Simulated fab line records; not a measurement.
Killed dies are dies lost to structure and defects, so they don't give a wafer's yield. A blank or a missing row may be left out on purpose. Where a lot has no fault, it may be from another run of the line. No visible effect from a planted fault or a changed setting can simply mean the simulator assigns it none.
Matching of chambers    flow n5 finfet    N5_BEOL_M7_CURE_74 on uv cure-01: 3 sister chambers
The step cures SiCOH lowk, time 240 s. 3 wafers are shown with their chamber, then 8 later ones without.

## WAFERS, EACH WITH ITS CHAMBER
wafer   chamber  wafer_temp_C_max
L075.5  1        386.6
L081.4  0        385.8
L087.3  2        385.9

## WAFERS WITHOUT THEIR CHAMBER
wafer   wafer_temp_C_max
L087.4  385.9
L087.6  386.1
L082.4  386.4
L082.5  385.8
L082.6  385.8
L097.1  386.4
L097.2  386.4
L097.5  386.6

## WHICH CHAMBER EACH WENT THROUGH
wafer    from the rows above       in truth
L087.4   can't be placed: 2 or 0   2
L087.6   can't be placed: 2 or 0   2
L082.4   1                         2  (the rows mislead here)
L082.5   can't be placed: 0 or 2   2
L082.6   can't be placed: 0 or 2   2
L097.1   1                         1
L097.2   1                         1
L097.5   1                         1
Placed correctly: 3 of 8. From these rows, 4 cannot be placed; in 4 the true chamber is one of the candidates. Number placed wrongly: 1.
How it was worked out, from the rows above alone: a wafer's distance from a chamber is the root of the sum, over the readings, of the square of ((its reading less the chamber's mean) divided by the reading's scatter). If the next closest chamber is less than 2 further off than the closest, the wafer can't be placed; otherwise it belongs to the closest. Each chamber's mean is taken over the wafers shown for it. The scatter: with one shown wafer a chamber, the root of the mean of the squares of how far each hidden wafer lies from its nearest shown one.
